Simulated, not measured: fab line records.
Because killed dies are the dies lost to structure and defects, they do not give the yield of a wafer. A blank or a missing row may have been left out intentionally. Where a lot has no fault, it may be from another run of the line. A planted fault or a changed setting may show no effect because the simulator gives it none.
fab line records	flow n5-finfet
record: lots: 15	wafers: 40	last-day: 17
route steps=1938 shown MOL_CONTACT_COAG@601
lots untouched by any fault: they come from a run of this same line in which no faults occurred
start-h: hours from the record's first day to the start of the lot's first wafer shown	wait-h: time in hours since the lot's previous step	" identical to the entry in the row above	L1.1+2: one row covering several wafers at once	- value missing, or start not given	* or withheld: withheld	< > ~ a bound
route shown NAME@n: names a module that has steps shown in the file, with the first one's number in the route	usual: mean/standard deviation of fault-free wafers	same: alike in all rows	chamber/n: place in a boat	sites: readings site by site	_std_site: standard deviation across them	_edge_site: mean of outer sites minus mean of inner sites	radius-mm: how far each site lies from the wafer's centre	mask NAME#n: copy n	behind: the most recent tool/chamber to have shaped the wafer	hold: why the lot went on hold/how many hours it stayed there/how the hold came to an end	device: whichever transistor did not switch (one of n, p or np)	end of line: at the end of the route, the tests of the same wafers	step lacking rows: just its recipe	killed: dies lost to structure and defects at the first sort, not the wafer's yield	map: a wafer's dies, marking killed ones x, the rest . and places with no die _
set.NAME: the setting as run; set.NAME@STEP: as run at that earlier step	model.NAME: the simulator's own value behind a step, which no gauge read
route steps across a sampled set of lots; one table per step, one row per wafer
services: a tool's chamber out of use, with start hour (start-h, from the record's first day; less than 0 if before it), hours out, and reason
== steps ==
step: N5_MOL_CONTACT_COAG_DEVELOP_39
recipe: develop-time-s: 30	developer: TMAH	resist: CAR-EUV	rinse-liquid: surfactant-rinse	dry: air-spin	dev-temp-c: 23
usual: chill-plate-temp-C: 23.00/0.12	develop-time-s: 30/0	developer-temp-C: 22.98/0.1
lot.wafer	tool	chamber	start-h	wait-h	chill-plate-temp-C	develop-time-s	developer-temp-C
L799.3	litho-track-01	0	112.51	-	22.86	30	23.07
L799.4	"	0	"	"	23.16	30	22.88
L800.2	litho-track-03	0	121.86	-	22.81	30	23.02
L800.4	"	0	"	"	22.99	30	23.08
L800.6	"	0	"	"	22.87	30	22.93
L797.1	litho-track-01	0	124.55	-	23.09	30	23.07
L797.3	"	0	"	"	23.17	30	23.08
L797.5	"	0	"	"	23.07	30	23.03
L801.4	litho-track-03	0	125.43	-	23.01	30	23.09
L801.5	"	0	"	"	23.06	30	23.07
L801.6	"	0	"	"	23.01	30	22.91
L804.1	litho-track-01	0	140.78	-	22.84	30	22.91
L804.4	"	0	"	"	22.89	30	22.78
L804.5	"	0	"	"	22.94	30	22.88
L806.1	litho-track-04	0	161.36	-	22.98	30	23.00
L806.3	"	0	"	"	23.06	30	22.75
L806.4	"	0	"	"	23.14	30	22.75
L807.1	litho-track-01	0	164.54	-	23.14	30	23.18
L807.2	"	0	"	"	23.11	30	23.00
L807.4	"	0	"	"	23.16	30	23.04
L808.3	litho-track-03	0	170.68	-	23.02	30	23.09
L808.6	"	0	"	"	23.06	30	23.07
L809.4	litho-track-04	0	178.68	-	22.99	30	22.78
L809.5	"	0	"	"	23.09	30	22.81
L810.1	litho-track-03	0	182.37	-	23.05	30	22.93
L810.6	"	0	"	"	23.13	30	23.16
L816.2	litho-track-03	-	212.27	-	-	-	-
L816.3	"	-	"	"	-	-	-
L816.6	"	-	"	"	-	-	-
L817.2	litho-track-04	-	218.81	-	-	-	-
L817.3	"	-	"	"	-	-	-
L817.5	"	-	"	"	-	-	-
L818.2	litho-track-01	-	229.57	-	-	-	-
L818.4	"	-	"	"	-	-	-
L818.5	"	-	"	"	-	-	-
L819.1	litho-track-01	0	232.70	-	23.03	30	22.92
L819.4	"	0	"	"	22.97	30	22.75
L819.6	"	0	"	"	22.92	30	22.94
L820.4	litho-track-01	0	239.46	-	22.95	30	22.88
L820.6	"	0	"	"	22.86	30	22.91
step: N5_MOL_CONTACT_COAG_ETCH_66
recipe: chemistry: CF4	target: SiARC	target-depth-a: 130	mask-material: CAR-EUV	time-s: 21.7	ion-energy-ev: 80	pressure-mtorr: 40	source-w: 545	bias-w: 36	Ar_flow_sccm: 100	cf4-flow-sccm: 100	ends: cleared
usual: drypump-motor-current-A: 5.5/0.51	etch-rf-on-time-s: 22.0/0.72	oes-product-au: 0.68/0.093	rf-fwd-power-W: 531.7/1.9	rf-vpp-V: 184.1/1	showerhead-plenum-p-Torr: 2.14/0.048	throttle-valve-pct: 15.67/0.26
lot.wafer	tool	chamber	start-h	wait-h	drypump-motor-current-A	etch-rf-on-time-s	oes-product-au	rf-fwd-power-W	rf-hours-counter-h	rf-vpp-V	showerhead-plenum-p-Torr	throttle-valve-pct
L799.3	rie-diel-06	3	112.75	0.0	4.8	22.4	0.60	534.0	184	185.5	2.22	15.84
L799.4	"	1	"	"	5.9	22.7	0.57	535.5	207	183.1	2.12	15.97
L800.2	rie-diel-03	2	122.52	0.0	5.8	22.1	0.80	529.4	14	185.6	2.18	15.18
L800.4	"	3	"	"	5.5	22.0	0.61	535.1	-	185.7	2.20	15.86
L800.6	"	2	"	"	5.8	22.0	0.81	530.9	-	185.1	2.18	15.20
L797.1	rie-diel-06	3	124.80	0.0	4.8	22.8	0.60	534.0	187	185.9	2.22	15.83
L797.3	"	2	"	"	4.7	21.7	0.59	530.3	233	182.7	2.12	15.97
L797.5	"	1	"	"	5.9	23.0	0.57	535.4	-	184.7	2.12	15.98
L801.4	rie-diel-03	2	125.98	0.0	5.8	21.7	0.80	533.6	-	185.8	2.18	15.18
L801.5	"	3	"	"	5.5	22.0	0.61	532.4	-	184.6	2.20	15.87
L801.6	"	1	"	"	5.9	22.1	0.58	528.6	-	184.1	2.09	15.88
L804.1	rie-diel-06	1	141.02	0.0	5.9	22.9	0.57	535.8	215	184.2	2.12	15.96
L804.4	"	2	"	"	4.7	21.6	0.58	531.8	239	184.3	2.11	15.98
L804.5	"	1	"	"	5.9	22.9	0.57	537.1	-	185.4	2.12	15.99
L806.1	rie-diel-05	1	161.77	0.0	5.1	22.3	0.74	531.3	27	183.3	2.17	15.36
L806.3	"	0	"	"	5.8	21.7	0.76	530.0	38	183.9	2.10	15.67
L806.4	"	3	"	"	6.1	23.4	0.59	533.1	194	183.8	2.13	15.84
L807.1	rie-diel-06	1	164.82	0.0	5.9	23.1	0.56	534.1	225	183.8	2.12	15.98
L807.2	"	2	"	"	4.7	21.7	0.58	527.7	249	183.1	2.11	16.00
L807.4	"	3	"	"	4.9	22.4	0.58	532.6	202	184.8	2.21	15.88
L808.3	rie-diel-03	2	170.97	0.0	5.8	21.5	0.77	530.9	-	184.7	2.17	15.24
L808.6	"	2	"	"	5.8	21.6	0.77	530.9	-	183.6	2.17	15.25
L809.4	rie-diel-05	2	179.07	0.0	4.8	20.9	0.64	531.7	167	182.3	2.05	15.72
L809.5	"	1	"	"	5.0	22.1	0.72	533.4	-	184.0	2.17	15.37
L810.1	rie-diel-03	0	182.60	0.0	6.3	22.2	0.83	530.3	3	184.3	2.13	15.68
L810.6	"	3	"	"	5.5	21.9	0.59	532.3	-	184.9	2.19	15.93
L816.2	rie-diel-06	0	212.51	0.0	5.2	21.2	0.33	533.2	49	185.5	2.19	15.32
L816.3	"	1	"	"	5.9	23.2	0.26	532.1	245	184.3	2.11	16.02
L816.6	"	1	"	"	5.9	23.3	0.25	533.1	-	184.2	2.11	16.01
L817.2	rie-diel-06	1	219.05	0.0	5.9	22.9	0.25	534.8	247	182.9	2.11	16.03
L817.3	"	2	"	"	4.7	21.5	0.34	527.4	10	182.7	2.11	15.51
L817.5	"	2	"	"	4.7	21.5	0.34	531.0	-	182.9	2.11	15.51
L818.2	rie-diel-05	3	230.69	0.0	6.1	23.2	0.26	531.5	219	182.3	2.12	15.88
L818.4	"	0	"	"	5.9	21.3	0.31	531.6	-	183.0	2.09	15.70
L818.5	"	3	"	"	6.1	23.3	0.26	530.6	-	185.2	2.12	15.87
L819.1	rie-diel-05	1	232.95	0.0	5.1	22.3	0.69	532.1	55	183.3	2.16	15.41
L819.4	"	2	"	"	4.8	20.8	0.63	530.6	180	183.4	2.04	15.73
L819.6	"	0	"	"	5.9	21.5	0.72	531.6	-	183.0	2.09	15.72
L820.4	rie-diel-05	0	239.70	0.0	5.9	21.4	0.72	532.1	68	184.5	2.09	15.72
L820.6	"	2	"	"	4.8	21.1	0.62	532.7	-	183.5	2.04	15.73
step: N5_MOL_CONTACT_COAG_ETCHBACK_134
recipe: chemistry: CHF3	target: SiO2	target-depth-a: 100	time-s: 6.7	ion-energy-ev: 200	pressure-mtorr: 30	source-w: 610	bias-w: 170	Ar_flow_sccm: 200	CHF3_flow_sccm: 50
usual: drypump-motor-current-A: 5.5/0.52	oes-product-au: 0.81/0.1	rf-fwd-power-W: 602/3	rf-vpp-V: 522/14	showerhead-plenum-p-Torr: 2.36/0.055	throttle-valve-pct: 18.74/0.22
lot.wafer	tool	chamber	start-h	wait-h	drypump-motor-current-A	oes-product-au	rf-fwd-power-W	rf-hours-counter-h	rf-vpp-V	showerhead-plenum-p-Torr	throttle-valve-pct
L799.3	rie-diel-06	2	113.21	0.1	4.7	0.68	603	230	511	2.34	18.95
L799.4	"	0	"	"	5.2	0.95	595	11	505	2.45	18.40
L800.2	rie-diel-05	0	123.29	0.2	5.9	0.91	605	25	517	2.34	18.75
L800.4	"	2	"	"	4.9	0.76	600	144	497	2.29	18.79
L800.6	"	2	"	"	4.9	0.76	601	-	497	2.29	18.78
L797.1	rie-diel-06	2	125.06	0.1	4.7	0.69	600	233	510	2.33	18.95
L797.3	"	1	"	"	5.9	0.69	606	209	519	2.37	19.12
L797.5	"	1	"	"	5.9	0.68	609	-	520	2.37	19.11
L801.4	rie-diel-06	0	126.34	0.2	5.3	0.93	598	14	506	2.45	18.39
L801.5	"	1	"	"	5.9	0.68	605	-	520	2.37	19.11
L801.6	"	0	"	"	5.3	0.93	598	-	507	2.45	18.38
L804.1	rie-diel-06	2	141.28	0.1	4.7	0.68	602	239	511	2.33	18.95
L804.4	"	3	"	"	4.8	0.70	605	193	518	2.49	19.05
L804.5	"	1	"	"	5.9	0.67	604	-	520	2.36	19.10
L806.1	rie-diel-05	2	162.22	0.1	4.8	0.74	603	161	498	2.28	18.81
L806.3	"	1	"	"	5.1	0.87	602	28	541	2.41	18.47
L806.4	"	3	"	"	6.1	0.70	603	194	521	2.36	18.89
L807.1	rie-diel-05	2	165.08	0.1	4.9	0.73	599	162	498	2.28	18.83
L807.2	"	0	"	"	5.9	0.89	605	40	517	2.33	18.78
L807.4	"	1	"	"	5.1	0.86	605	29	538	2.41	18.47
L808.3	rie-diel-03	2	171.24	0.1	5.8	0.92	598	-	538	2.42	18.48
L808.6	"	2	"	"	5.8	0.91	598	-	539	2.43	18.49
L809.4	rie-diel-05	3	179.39	0.2	6.1	0.70	606	199	519	2.36	18.88
L809.5	"	1	"	"	5.1	0.86	603	-	540	2.41	18.49
L810.1	rie-diel-05	0	183.05	0.1	5.9	0.86	605	45	517	2.33	18.79
L810.6	"	1	"	"	5.1	0.85	602	-	539	2.41	18.49
L816.2	rie-diel-03	2	214.10	0.2	5.8	0.87	600	53	536	2.42	18.50
L816.3	"	0	"	"	6.3	0.94	599	14	534	2.36	18.83
L816.6	"	2	"	"	5.8	0.88	600	-	538	2.42	18.50
L817.2	rie-diel-05	0	219.31	0.1	5.9	0.86	600	57	516	2.32	18.82
L817.3	"	3	"	"	6.1	0.68	606	212	522	2.35	18.92
L817.5	"	3	"	"	6.0	0.69	605	-	521	2.35	18.90
L818.2	rie-diel-03	3	231.04	0.1	5.5	0.95	608	4	533	2.40	18.45
L818.4	"	0	"	"	6.3	0.94	597	19	535	2.35	18.82
L818.5	"	3	"	"	5.5	0.94	603	-	532	2.40	18.47
L819.1	rie-diel-03	3	233.21	0.1	5.5	0.94	601	4	534	2.40	18.47
L819.4	"	0	"	"	6.3	0.92	597	20	535	2.35	18.83
L819.6	"	2	"	"	5.8	0.86	601	-	535	2.41	18.52
L820.4	rie-diel-05	3	240.15	0.1	6.1	0.68	604	223	520	2.35	18.94
L820.6	"	1	"	"	5.1	0.81	606	-	542	2.40	18.52
step: N5_MOL_CONTACT_COAG_VIA_ETCH_117
recipe: chemistry: C4F6/O2	target-depth-a: 400	overetch-a: 80	mask-material: SOC	target: SiO2	bias-w: 455	pressure-mtorr: 10	time-s: 26	source-w: 325	Ar_flow_sccm: 300	C4F6_flow_sccm: 10	O2_flow_sccm: 10	ion-energy-ev: 575.3	ends: end-point
usual: drypump-motor-current-A: 5.5/0.52	oes-product-au: 0.73/0.082	rf-fwd-power-W: 320.1/1.7	rf-vpp-V: 1581/38	showerhead-plenum-p-Torr: 2.82/0.067	throttle-valve-pct: 41.2/0.42
lot.wafer	tool	chamber	start-h	wait-h	drypump-motor-current-A	oes-product-au	rf-fwd-power-W	rf-hours-counter-h	rf-vpp-V	showerhead-plenum-p-Torr	throttle-valve-pct
L799.3	rie-diel-06	2	113.37	0.0	4.7	0.61	319.5	230	1547	2.78	41.3
L799.4	"	0	"	"	5.2	0.84	319.6	11	1540	2.93	41.7
L800.2	rie-diel-05	0	123.45	0.0	5.9	0.81	322.9	25	1568	2.79	41.1
L800.4	"	2	"	"	4.9	0.66	318.9	144	1514	2.73	41.0
L800.6	"	2	"	"	4.8	0.66	318.6	-	1515	2.73	41.0
L797.1	rie-diel-06	2	125.21	0.0	4.7	0.62	321.4	233	1548	2.78	41.3
L797.3	"	1	"	"	5.9	0.64	322.0	210	1571	2.82	41.6
L797.5	"	1	"	"	5.9	0.63	321.0	-	1573	2.82	41.6
L801.4	rie-diel-06	0	126.50	0.0	5.2	0.83	317.0	14	1542	2.93	41.6
L801.5	"	1	"	"	5.9	0.63	322.2	-	1573	2.82	41.6
L801.6	"	0	"	"	5.3	0.83	317.7	-	1542	2.93	41.6
L804.1	rie-diel-06	2	141.44	0.0	4.7	0.61	321.0	239	1546	2.78	41.3
L804.4	"	3	"	"	4.8	0.64	323.1	193	1571	2.98	41.9
L804.5	"	1	"	"	5.9	0.63	322.9	-	1574	2.82	41.6
L806.1	rie-diel-05	2	162.38	0.0	4.8	0.66	320.9	161	1515	2.72	41.0
L806.3	"	1	"	"	5.1	0.79	319.5	28	1634	2.88	41.0
L806.4	"	3	"	"	6.1	0.66	322.7	194	1577	2.82	41.0
L807.1	rie-diel-05	2	165.24	0.0	4.8	0.65	318.0	162	1515	2.72	41.0
L807.2	"	0	"	"	5.9	0.78	321.0	40	1568	2.79	41.1
L807.4	"	1	"	"	5.1	0.79	321.8	29	1635	2.88	41.0
L808.3	rie-diel-03	2	171.48	0.0	5.8	0.80	317.6	-	1621	2.89	41.9
L808.6	"	2	"	"	5.8	0.81	318.7	-	1623	2.89	41.9
L809.4	rie-diel-05	3	179.55	0.0	6.1	0.65	321.7	199	1577	2.82	41.0
L809.5	"	1	"	"	5.1	0.77	320.6	-	1633	2.88	41.0
L810.1	rie-diel-05	0	183.21	0.0	5.9	0.78	320.6	45	1569	2.78	41.1
L810.6	"	1	"	"	5.1	0.76	320.6	-	1633	2.87	41.0
L816.2	rie-diel-03	2	214.26	0.0	5.8	0.78	318.1	53	1621	2.89	41.9
L816.3	"	0	"	"	6.3	0.85	317.1	14	1621	2.82	41.8
L816.6	"	2	"	"	5.8	0.79	320.4	-	1623	2.89	41.9
L817.2	rie-diel-05	0	219.47	0.0	5.9	0.76	320.6	57	1567	2.78	41.1
L817.3	"	3	"	"	6.1	0.65	321.6	212	1577	2.81	41.0
L817.5	"	3	"	"	6.1	0.64	322.6	-	1576	2.81	41.0
L818.2	rie-diel-03	3	231.20	0.0	5.5	0.85	320.7	4	1616	2.87	40.9
L818.4	"	0	"	"	6.3	0.83	316.4	19	1620	2.82	41.8
L818.5	"	3	"	"	5.5	0.86	320.2	-	1614	2.87	40.9
L819.1	rie-diel-03	3	233.37	0.0	5.5	0.86	318.3	5	1616	2.87	40.9
L819.4	"	0	"	"	6.3	0.83	317.9	20	1621	2.82	41.8
L819.6	"	2	"	"	5.8	0.76	319.8	-	1622	2.88	41.9
L820.4	rie-diel-05	3	240.31	0.0	6.1	0.64	322.2	223	1577	2.80	41.0
L820.6	"	1	"	"	5.1	0.74	319.3	-	1633	2.86	41.0
== services ==
tool	chamber	start-h	hours	kind
rie-diel-03	2	97.15	3.3	repair
rie-diel-06	0	100.78	9.1	repair
rie-diel-06	-	119.48	4.4	repair
rie-diel-06	0	124.63	1.7	repair
rie-diel-03	1	130.75	-	clean
rie-diel-03	1	130.75	-	consumable-replace:focus-ring
rie-diel-03	1	130.75	17.5	scheduled-down
rie-diel-03	1	130.75	17.5	vent-cycle
rie-diel-03	0	149.30	-	clean
rie-diel-03	0	149.30	-	consumable-replace:focus-ring
rie-diel-03	0	149.30	25.7	scheduled-down
rie-diel-03	0	149.30	25.7	vent-cycle
rie-diel-03	-	158.24	0.4	repair
rie-diel-06	2	168.19	-	clean
rie-diel-06	2	168.19	-	consumable-replace:focus-ring
rie-diel-06	2	168.19	20.0	scheduled-down
rie-diel-06	2	168.19	20.0	vent-cycle
rie-diel-03	3	168.79	4.2	repair
rie-diel-03	3	205.74	-	clean
rie-diel-03	3	205.74	-	consumable-replace:focus-ring
rie-diel-03	3	205.74	18.8	scheduled-down
rie-diel-03	0	218.61	7.7	repair
rie-diel-06	-	223.44	14.6	pm
rie-diel-05	-	229.22	0.1	repair
== key ==
first-sign: step: N5_MOL_CONTACT_COAG_DEVELOP_39	reading: tool-record	direction: missing
effect none on later readings
met-at N5_MOL_CONTACT_COAG_DEVELOP_39
struck-lots L816,L817,L818
later-rows-left-out L816.2,L816.3,L816.6,L817.2,L817.3,L817.5,L818.2,L818.4,L818.5
sort-left-out L816.2,L816.3,L816.6,L817.2,L817.3,L817.5,L818.2,L818.4,L818.5
not-acting-at N5_MOL_CONTACT_COAG_ETCH_66,N5_MOL_CONTACT_COAG_ETCHBACK_134,N5_MOL_CONTACT_COAG_VIA_ETCH_117
onset-between 182.37 212.27
fault: kind: skipped-step-whole	tool: litho-track-01,litho-track-03,litho-track-04	chamber: -	onset-h: 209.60	steps: N5_MOL_CONTACT_COAG_DEVELOP_39	scope: struck-lots-only
sort-left-out: the simulated sort isn't trusted on such a fault, so these wafers' sort isn't shown, and their yield isn't known
later-rows-left-out: the simulator's readings of these wafers behind a module that went badly wrong aren't trusted and aren't shown, but for the sort
